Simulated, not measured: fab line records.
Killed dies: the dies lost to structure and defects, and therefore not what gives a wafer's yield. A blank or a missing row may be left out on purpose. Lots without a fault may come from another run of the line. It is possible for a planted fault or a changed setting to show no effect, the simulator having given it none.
fab line records    flow n5-finfet
[record] lots = 7  wafers = 39
route steps=1938 shown FIN_CUT@160 DUMMY_GATE@237 MOL_CONTACT_COAG@532
start-h: hours from the record's first day to the start of the lot's first wafer shown    wait-h: how many hours have passed since the lot's step before this one    " same as the row above    L1.1+2: a row that stands for several wafers    - either no value or no given start    * or withheld: withheld    < > ~ a bound
route shown NAME@n: NAME is a module with steps in the file, n the number in the route of the first one    usual: mean and standard deviation over wafers with no fault    same: alike in all rows    chamber/n: place in a boat    sites: the reading at each site    _std_site: their standard deviation    _edge_site: outer sites' mean less inner sites'    radius-mm: for every site, how far away it sits from the centre of the wafer    mask NAME#n: copy n    behind: the most recent tool/chamber to have shaped the wafer    hold: the reason the lot was held/the length of the hold in hours/how it ended    device: transistor that didn't switch, given as n, p or np    end of line: tests of these same wafers at the route's end    a step without rows: its recipe alone    killed: not the wafer's yield, but the dies lost to structure and defects at the first sort    map: the dies of a wafer, with x for killed, . for not killed, _ for no die there
set.NAME: setting as actually run; set.NAME@STEP: the setting as run at that earlier step    model.NAME: the simulator's own value behind a step, which no gauge read
one table per step and one row per wafer, for lots whose settings were changed on purpose
[[steps]]
[step N5_FIN_CUT_EXPOSE_05]
[recipe] mask-id = FIN_CUT  na = 0.33  source-shape = annular  sigma-inner = 0.35  sigma-outer = 0.8  polarization = unpolarized  dose-mj = 45.75
lot.wafer         tool            chamber  start-h  wait-h  mask       set.dose-mj
L077.1+3+4        euv-scanner-02  0        43.90    -       FIN_CUT#0  45.75
L077.2+5+6        "               0        "        "       FIN_CUT#0  46.94
L080.1+3+6        euv-scanner-02  0        63.63    -       FIN_CUT#0  45.75
L080.2+4+5        "               0        "        "       FIN_CUT#0  47.67
L082.1+2+6        euv-scanner-01  0        76.27    -       FIN_CUT#0  45.75
L085.1+3+6        euv-scanner-01  0        93.71    -       FIN_CUT#0  43.01
L085.2+4+5        "               0        "        "       FIN_CUT#0  45.75
L086.1+2+4        euv-scanner-01  0        98.96    -       FIN_CUT#0  45.75
L086.3+5+6        "               0        "        "       FIN_CUT#0  47.45
L088.1+2+3+4+5+6  euv-scanner-02  0        115.09   -       FIN_CUT#0  45.75
L094.1+5+6        euv-scanner-01  0        147.37   -       FIN_CUT#0  45.75
L094.2+3+4        "               0        "        "       FIN_CUT#0  42.25
[step N5_FIN_CUT_PEB_06]
[recipe] peb-temp-c = 100  peb-time-s = 60  resist = CAR-EUV
[step N5_FIN_CUT_DEVELOP_07]
[recipe] develop-time-s = 30  developer = TMAH  resist = CAR-EUV  rinse-liquid = surfactant-rinse  dry = air-spin  dev-temp-c = 23
[step N5_FIN_CUT_CD_MEAS_08]
[recipe] target-cd-nm = 29.1  landing-energy-ev = 500  detector = se-inlens  polarity = opening
[usual] cd-nm = 29.12/0.25
lot.wafer  tool       chamber  start-h  wait-h  set.dose-mj@FIN_CUT_EXPOSE_05  cd-nm
L077.1     cd-sem-01  0        44.03    -       45.75                          29.22
L077.2     "          0        "        "       46.94                          29.51
L077.3     "          0        "        "       45.75                          29.31
L077.4     "          0        "        "       45.75                          29.48
L077.5     "          0        "        "       46.94                          29.58
L077.6     "          0        "        "       46.94                          29.34
L080.1     cd-sem-01  0        63.76    -       45.75                          28.93
L080.2     "          0        "        "       47.67                          30.06
L080.3     "          0        "        "       45.75                          28.83
L080.4     "          0        "        "       47.67                          29.62
L080.5     "          0        "        "       47.67                          30.20
L080.6     "          0        "        "       45.75                          28.90
L082.1     cd-sem-03  0        76.40    -       45.75                          29.30
L082.2     "          0        "        "       45.75                          29.63
L082.6     "          0        "        "       45.75                          29.66
L085.1     cd-sem-02  0        93.84    -       43.01                          28.18
L085.2     "          0        "        "       45.75                          29.07
L085.3     "          0        "        "       43.01                          28.29
L085.4     "          0        "        "       45.75                          29.10
L085.5     "          0        "        "       45.75                          29.36
L085.6     "          0        "        "       43.01                          28.32
L086.1     cd-sem-02  0        99.09    -       45.75                          29.47
L086.2     "          0        "        "       45.75                          29.19
L086.3     "          0        "        "       47.45                          29.31
L086.4     "          0        "        "       45.75                          28.83
L086.5     "          0        "        "       47.45                          29.32
L086.6     "          0        "        "       47.45                          29.38
L088.1     cd-sem-01  0        115.22   -       45.75                          29.38
L088.2     "          0        "        "       45.75                          29.52
L088.3     "          0        "        "       45.75                          28.79
L088.4     "          0        "        "       45.75                          29.03
L088.5     "          0        "        "       45.75                          29.24
L088.6     "          0        "        "       45.75                          29.22
L094.1     cd-sem-01  0        147.51   -       45.75                          29.16
L094.2     "          0        "        "       42.25                          27.82
L094.3     "          0        "        "       42.25                          27.52
L094.4     "          0        "        "       42.25                          27.53
L094.5     "          0        "        "       45.75                          29.29
L094.6     "          0        "        "       45.75                          29.08
[step N5_FIN_CUT_DESCUM_13]
[recipe] chemistry = O2  time-s = 7  source-power-w = 50  bias-power-w = 20  pressure-mtorr = 20  rf-frequency-hz = 2.712e+07  temp-c = 40  resist = CAR-EUV  o2-flow-sccm = 225
[step N5_FIN_CUT_ETCH_30]
[recipe] chemistry = N2/H2  target = underlayer  target-depth-a = 130  mask-material = CAR-EUV  time-s = 10.4  ion-energy-ev = 200  pressure-mtorr = 30  source-w = 840  bias-w = 150  n2-flow-sccm = 200  h2-flow-sccm = 200  ends = cleared
lot.wafer         tool         chamber      start-h  wait-h  set.dose-mj@FIN_CUT_EXPOSE_05  model.FIN_CUT.cd-offset-nm
L077.1+3+4        rie-diel-01  1,3,1        44.90    0.0     45.75                          -0.2
L077.2+5+6        "            0,0,3        "        "       46.94                          0.4
L080.1+3          rie-diel-01  1,2          64.00    0.0     45.75                          -0.2
L080.2+5          "            0,1          "        "       47.67                          0.6
L080.4            "            3            "        "       47.67                          0.4
L080.6            "            2            "        "       45.75                          -0.4
L082.1            rie-diel-05  0            76.62    0.0     45.75                          0.2
L082.2            "            1            "        "       45.75                          0
L082.6            "            3            "        "       45.75                          0.6
L085.1+3          rie-diel-01  3,1          94.00    0.0     43.01                          -1
L085.2+4          "            0,2          "        "       45.75                          0.2
L085.5            "            0            "        "       45.75                          0.4
L085.6            "            1            "        "       43.01                          -0.8
L086.1+2          rie-diel-01  2,0          99.39    0.0     45.75                          0
L086.3+6          "            1,2          "        "       47.45                          0.6
L086.4            "            3            "        "       45.75                          -0.2
L086.5            "            3            "        "       47.45                          0.4
L088.1+2+3+4+5+6  rie-diel-06  0,3,2,1,3,2  115.38   0.0     45.75                          0
L094.1            rie-diel-06  1            147.67   0.0     45.75                          -0.2
L094.2+4          "            0,3          "        "       42.25                          -1.4
L094.3            "            2            "        "       42.25                          -1.6
L094.5+6          "            0,3          "        "       45.75                          0
[step N5_FIN_CUT_ETCH_20]
[recipe] chemistry = CF4  target = SiARC  target-depth-a = 260  mask-material = CAR-EUV  time-s = 43.3  ion-energy-ev = 80  pressure-mtorr = 40  source-w = 545  bias-w = 36  Ar_flow_sccm = 100  cf4-flow-sccm = 100  ends = cleared
lot.wafer   tool         chamber  start-h  wait-h  set.dose-mj@FIN_CUT_EXPOSE_05  model.FIN_CUT.cd-offset-nm
L077.1+3+4  rie-diel-01  1,3,1    44.92    0.0     45.75                          -0.2
L077.2      "            0        "        "       46.94                          0.2
L077.5      "            0        "        "       46.94                          0.4
L077.6      "            3        "        "       46.94                          0.6
L080.1+3    rie-diel-01  1,2      64.02    0.0     45.75                          -0.2
L080.2+4+5  "            0,3,1    "        "       47.67                          0.6
L080.6      "            2        "        "       45.75                          -0.4
L082.1+6    rie-diel-05  0,3      76.64    0.0     45.75                          0.4
L082.2      "            1        "        "       45.75                          0.2
L085.1+3    rie-diel-01  3,1      94.02    0.0     43.01                          -1
L085.2+4+5  "            0,2,0    "        "       45.75                          0.2
L085.6      "            1        "        "       43.01                          -0.8
L086.1      rie-diel-01  2        99.41    0.0     45.75                          0.2
L086.2+4    "            0,3      "        "       45.75                          0
L086.3      "            1        "        "       47.45                          0.4
L086.5+6    "            3,2      "        "       47.45                          0.6
L088.1      rie-diel-06  0        115.40   0.0     45.75                          0.2
L088.2+4+5  "            3,1,3    "        "       45.75                          0
L088.3+6    "            2        "        "       45.75                          -0.2
L094.1      rie-diel-06  1        147.69   0.0     45.75                          -0.2
L094.2+4    "            0,3      "        "       42.25                          -1.4
L094.3      "            2        "        "       42.25                          -1.6
L094.5+6    "            0,3      "        "       45.75                          0
[step N5_FIN_CUT_CUT_ETCH_26]
[recipe] chemistry = CH3F/O2  target = SiNx  target-depth-a = 390  mask-material = SOC  time-s = 55.7  pressure-mtorr = 30  source-w = 395  bias-w = 73  Ar_flow_sccm = 150  CH3F_flow_sccm = 30  O2_flow_sccm = 20  ion-energy-ev = 120
[usual] rf-vpp-V = 297/3.9
lot.wafer  tool         chamber  start-h  wait-h  set.source-w  rf-vpp-V
L077.1     rie-diel-01  1        45.31    0.0     427.9         287
L077.2     "            0        "        "       427.9         286
L077.3     "            3        "        "       395           295
L077.4     "            1        "        "       395           297
L077.5     "            0        "        "       427.9         287
L077.6     "            3        "        "       395           297
L080.1     rie-diel-01  1        64.40    0.0     327.4         325
L080.2     "            0        "        "       395           297
L080.3     "            2        "        "       327.4         329
L080.4     "            3        "        "       327.4         324
L080.5     "            1        "        "       395           297
L080.6     "            2        "        "       395           299
L082.1     rie-diel-05  0        77.03    0.0     395           291
L082.2     "            1        "        "       395           294
L082.6     "            3        "        "       395           306
L085.1     rie-diel-01  3        94.40    0.0     395           296
L085.2     "            0        "        "       395           298
L085.3     "            1        "        "       395           297
L085.4     "            2        "        "       395           300
L085.5     "            0        "        "       395           297
L085.6     "            1        "        "       395           297
L086.1     rie-diel-01  2        99.79    0.0     395           301
L086.2     "            0        "        "       426.7         286
L086.3     "            1        "        "       395           297
L086.4     "            3        "        "       426.7         287
L086.5     "            3        "        "       395           295
L086.6     "            2        "        "       426.7         290
L088.1     rie-diel-06  0        115.78   0.0     395           292
L088.2     "            3        "        "       395           298
L088.3     "            2        "        "       395           292
L088.4     "            1        "        "       395           294
L088.5     "            3        "        "       395           298
L088.6     "            2        "        "       395           293
L094.1     rie-diel-06  1        148.07   0.0     395           295
L094.2     "            0        "        "       342           313
L094.3     "            2        "        "       342           314
L094.4     "            3        "        "       395           298
L094.5     "            0        "        "       395           293
L094.6     "            3        "        "       342           318
[step N5_DUMMY_GATE_ETCH_37]
[recipe] chemistry = N2/H2  target = SOC  target-depth-a = 600  overetch-a = 300  temp-c = 40  ion-energy-ev = 200  pressure-mtorr = 30  source-w = 840  bias-w = 150  n2-flow-sccm = 200  h2-flow-sccm = 200
[usual] rf-vpp-V = 522.6/2.3
lot.wafer  tool         chamber  start-h  wait-h  set.source-w  rf-vpp-V
L077.1     rie-diel-05  3        63.96    0.0     792.8         535.9
L077.2     "            2        "        "       792.8         531.8
L077.3     "            0        "        "       840           520.4
L077.4     "            1        "        "       792.8         534.7
L077.5     "            1        "        "       840           523.8
L077.6     "            0        "        "       840           520.5
L080.1     rie-diel-01  0        84.67    0.0     840           520.0
L080.2     "            2        "        "       840           522.4
L080.3     "            1        "        "       706.4         555.3
L080.4     "            0        "        "       706.4         550.7
L080.5     "            1        "        "       706.4         554.6
L080.6     "            2        "        "       840           523.3
L082.1     rie-diel-06  1        95.93    0.0     840           522.6
L082.2     "            2        "        "       840           518.5
L082.6     "            0        "        "       840           524.0
L085.1     rie-diel-06  2        113.17   0.0     840           518.9
L085.2     "            3        "        "       840           522.6
L085.3     "            0        "        "       840           524.3
L085.4     "            1        "        "       840           522.7
L085.5     "            0        "        "       840           524.6
L085.6     "            1        "        "       840           522.3
L086.1     rie-diel-06  0        120.30   0.0     840           524.3
L086.2     "            1        "        "       840           523.2
L086.3     "            3        "        "       840           522.9
L086.4     "            2        "        "       840           519.3
L086.5     "            3        "        "       840           523.6
L086.6     "            2        "        "       840           518.3
L088.1     rie-diel-01  1        134.09   0.0     840           523.5
L088.2     "            2        "        "       840           521.5
L088.3     "            0        "        "       840           519.5
L088.4     "            3        "        "       897.8         513.0
L088.5     "            0        "        "       897.8         508.9
L088.6     "            3        "        "       897.8         515.1
L094.1     rie-diel-06  1        168.11   0.0     730.9         545.6
L094.2     "            2        "        "       840           516.4
L094.3     "            0        "        "       730.9         548.4
L094.4     "            3        "        "       730.9         550.1
L094.5     "            0        "        "       840           522.8
L094.6     "            3        "        "       840           523.5
[step N5_DUMMY_GATE_ETCH_32]
[recipe] chemistry = CF4  target = SiO2  target-depth-a = 35  time-s = 3.9  ion-energy-ev = 350  pressure-mtorr = 10  icp-w = 800  bias-w = 400  cf4-flow-sccm = 80
lot.wafer  tool       chamber  start-h  wait-h  set.time-s  model.etch.depth-nm
L077.1     rie-si-01  2        64.66    0.1     3.9         3.499
L077.2     "          0        "        "       3.562       3.17
L077.3     "          3        "        "       3.562       3.149
L077.4     "          1        "        "       3.562       3.327
L077.5     "          0        "        "       3.9         3.448
L077.6     "          3        "        "       3.9         3.47
L080.1     rie-si-03  3        85.27    0.1     3.438       3.127
L080.2     "          0        "        "       3.438       2.962
L080.3     "          2        "        "       3.9         3.563
L080.4     "          1        "        "       3.9         3.39
L080.5     "          0        "        "       3.438       2.979
L080.6     "          3        "        "       3.9         3.58
L082.1     rie-si-01  2        96.63    0.1     3.9         3.549
L082.2     "          1        "        "       3.9         3.712
L082.6     "          0        "        "       3.9         3.534
L085.1     rie-si-03  3        113.83   0.1     3.9         3.624
L085.2     "          2        "        "       3.9         3.535
L085.3     "          0        "        "       3.9         3.414
L085.4     "          1        "        "       3.9         3.409
L085.5     "          3        "        "       3.9         3.655
L085.6     "          2        "        "       3.9         3.573
L086.1     rie-si-05  0        120.86   0.1     3.9         3.588
L086.2     "          3        "        "       3.9         3.492
L086.3     "          2        "        "       3.9         3.472
L086.4     "          1        "        "       3.9         3.441
L086.5     "          0        "        "       3.9         3.583
L086.6     "          1        "        "       3.9         3.432
L088.1     rie-si-03  2        134.68   0.1     3.021       2.737
L088.2     "          3        "        "       3.9         3.63
L088.3     "          1        "        "       3.021       2.634
L088.4     "          0        "        "       3.9         3.41
L088.5     "          3        "        "       3.9         3.61
L088.6     "          0        "        "       3.021       2.647
L094.1     rie-si-01  2        168.63   0.1     3.9         3.556
L094.2+6   "          1        "        "       3.9         3.708
L094.3     "          0        "        "       3.9         3.505
L094.4     "          3        "        "       3.9         3.45
L094.5     "          2        "        "       3.9         3.565
[step N5_MOL_CONTACT_COAG_ETCH_106]
[recipe] chemistry = N2/H2  target = SOC  target-depth-a = 800  overetch-a = 160  mask-material = SiARC  temp-c = 40  time-s = 120  ion-energy-ev = 200  pressure-mtorr = 30  source-w = 840  bias-w = 150  n2-flow-sccm = 200  h2-flow-sccm = 200
[usual] rf-vpp-V = 524.0/2.5
lot.wafer  tool         chamber  start-h  wait-h  set.source-w  rf-vpp-V
L077.1     rie-diel-04  2        108.63   0.0     840           523.0
L077.2     "            0        "        "       691.1         563.8
L077.3     "            3        "        "       840           523.0
L077.4     "            1        "        "       691.1         560.6
L077.5     "            0        "        "       691.1         564.2
L077.6     "            1        "        "       840           526.1
L080.1     rie-diel-02  1        129.47   0.0     840           519.0
L080.2     "            2        "        "       840           521.8
L080.3     "            3        "        "       840           525.7
L080.4     "            0        "        "       840           523.5
L080.5     "            0        "        "       840           525.0
L080.6     "            1        "        "       840           519.9
L082.1     rie-diel-03  3        142.80   0.0     840           524.2
L082.2     "            1        "        "       840           524.9
L082.6     "            3        "        "       840           524.4
L085.1     rie-diel-03  2        155.02   0.0     840           523.5
L085.2     "            1        "        "       688           560.7
L085.3     "            3        "        "       688           560.2
L085.4     "            2        "        "       840           523.3
L085.5     "            1        "        "       688           561.4
L085.6     "            3        "        "       840           525.0
L086.1     rie-diel-03  3        160.67   0.0     840           525.3
L086.2     "            2        "        "       840           523.4
L086.3     "            1        "        "       840           526.5
L086.4     "            2        "        "       840           522.6
L086.5     "            1        "        "       840           526.5
L086.6     "            3        "        "       840           525.1
L088.1     rie-diel-02  2        176.79   0.0     718           548.8
L088.2     "            3        "        "       718           553.7
L088.3     "            1        "        "       840           519.4
L088.4     "            0        "        "       840           524.8
L088.5     "            3        "        "       718           554.8
L088.6     "            2        "        "       840           521.2
L094.1     rie-diel-04  0        209.76   0.0     840           527.0
L094.2     "            2        "        "       840           524.6
L094.3     "            3        "        "       840           522.1
L094.4     "            0        "        "       840           528.3
L094.5     "            2        "        "       840           523.7
L094.6     "            3        "        "       840           521.4
[step N5_MOL_CONTACT_COAG_VIA_ETCH_117]
[recipe] chemistry = C4F6/O2  target-depth-a = 400  overetch-a = 80  mask-material = SOC  target = SiO2  bias-w = 455  pressure-mtorr = 10  time-s = 26  source-w = 325  Ar_flow_sccm = 300  C4F6_flow_sccm = 10  O2_flow_sccm = 10  ion-energy-ev = 575.3  ends = end-point
lot.wafer         tool         chamber      start-h  wait-h  set.target-depth-a
L077.1+2+5        rie-diel-03  0,2,2        120.68   0.0     400
L077.3+4+6        "            3,3,0        "        "       433.2
L080.1+5+6        rie-diel-03  3,2,3        140.44   0.0     400
L080.2+3+4        "            1,2,1        "        "       372.7
L082.1+2+6        rie-diel-02  1,2,0        154.42   0.0     400
L085.1+3+5        rie-diel-02  0,2,1        171.91   0.0     445.1
L085.2+4+6        "            3,1,2        "        "       400
L086.1+3+4        rie-diel-02  3,1,0        176.05   0.0     400
L086.2+5+6        "            2,0,1        "        "       443.6
L088.1+4+6        rie-diel-04  0,1,3        191.30   0.0     400
L088.2+3+5        "            2,3,2        "        "       368.9
L094.1+2+3+4+5+6  rie-diel-04  1,3,0,3,1,0  225.07   0.0     400
[step N5_MOL_CONTACT_COAG_ETCH_124]
[recipe] chemistry = CH3F/O2  target = SiNx  target-depth-a = 65  mask-material = SOC  stop-on = SiOC  over-etch-frac = 0.3  ion-energy-ev = 120  pressure-mtorr = 30  source-w = 395  bias-w = 73  Ar_flow_sccm = 150  CH3F_flow_sccm = 30  O2_flow_sccm = 20  ends = end-point
lot.wafer  tool         chamber  start-h  wait-h  set.target-depth-a@MOL_CONTACT_COAG_VIA_ETCH_117  model.etch.depth-nm
L077.1     rie-diel-03  0        120.71   0.0     400                                               4.981
L077.2     "            2        "        "       400                                               5.024
L077.3     "            3        "        "       433.2                                             4.801
L077.4     "            3        "        "       433.2                                             4.778
L077.5     "            2        "        "       400                                               5.015
L077.6     "            0        "        "       433.2                                             4.769
L080.1     rie-diel-03  3        140.47   0.0     400                                               5.003
L080.2     "            1        "        "       372.7                                             4.974
L080.3     "            2        "        "       372.7                                             4.977
L080.4     "            1        "        "       372.7                                             5.003
L080.5     "            2        "        "       400                                               4.991
L080.6     "            3        "        "       400                                               5.022
L082.1     rie-diel-02  1        154.45   0.0     400                                               5.009
L082.2     "            2        "        "       400                                               4.99
L082.6     "            0        "        "       400                                               4.988
L085.1     rie-diel-02  0        171.94   0.0     445.1                                             4.665
L085.2     "            3        "        "       400                                               5.002
L085.3     "            2        "        "       445.1                                             4.698
L085.4     "            1        "        "       400                                               4.987
L085.5     "            1        "        "       445.1                                             4.697
L085.6     "            2        "        "       400                                               5.022
L086.1     rie-diel-02  3        176.08   0.0     400                                               5.019
L086.2     "            2        "        "       443.6                                             4.723
L086.3     "            1        "        "       400                                               5.031
L086.4     "            0        "        "       400                                               4.993
L086.5     "            0        "        "       443.6                                             4.691
L086.6     "            1        "        "       443.6                                             4.694
L088.1     rie-diel-04  0        191.33   0.0     400                                               4.981
L088.2     "            2        "        "       368.9                                             4.942
L088.3     "            3        "        "       368.9                                             4.991
L088.4     "            1        "        "       400                                               4.996
L088.5     "            2        "        "       368.9                                             4.994
L088.6     "            3        "        "       400                                               4.952
L094.1     rie-diel-04  1        225.10   0.0     400                                               5.021
L094.2     "            3        "        "       400                                               4.985
L094.3     "            0        "        "       400                                               4.99
L094.4     "            3        "        "       400                                               4.998
L094.5     "            1        "        "       400                                               5.019
L094.6     "            0        "        "       400                                               4.982
[[key]]
[split] step = N5_FIN_CUT_EXPOSE_05  setting = dose-mj  stated = 45.75  by = wafer
[response] step = N5_FIN_CUT_CD_MEAS_08  reading = cd-nm  change = +0.172  per = 1%  r = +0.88
[response] step = N5_FIN_CUT_ETCH_30  reading = model.FIN_CUT.cd-offset-nm  change = +0.189  per = 1%  r = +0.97
[response] step = N5_FIN_CUT_ETCH_20  reading = model.FIN_CUT.cd-offset-nm  change = +0.184  per = 1%  r = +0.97
[split] step = N5_FIN_CUT_CUT_ETCH_26  setting = source-w  stated = 395  by = wafer
[response] step = N5_FIN_CUT_CUT_ETCH_26  reading = rf-vpp-V  change = -1.49  per = 1%  r = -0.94
[split] step = N5_DUMMY_GATE_ETCH_37  setting = source-w  stated = 840  by = wafer
[response] step = N5_DUMMY_GATE_ETCH_37  reading = rf-vpp-V  change = -1.98  per = 1%  r = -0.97
[split] step = N5_DUMMY_GATE_ETCH_32  setting = time-s  stated = 3.9  by = wafer
[response] step = N5_DUMMY_GATE_ETCH_32  reading = model.etch.depth-nm  change = +0.0384  per = 1%  r = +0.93
[split] step = N5_MOL_CONTACT_COAG_ETCH_106  setting = source-w  stated = 840  by = wafer
[response] step = N5_MOL_CONTACT_COAG_ETCH_106  reading = rf-vpp-V  change = -2.11  per = 1%  r = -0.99
[split] step = N5_MOL_CONTACT_COAG_VIA_ETCH_117  setting = target-depth-a  stated = 400  by = wafer
[response] step = N5_MOL_CONTACT_COAG_ETCH_124  reading = model.etch.depth-nm  shape = bent  at-lowest = 4.976  at-stated = 5  at-highest = 4.687
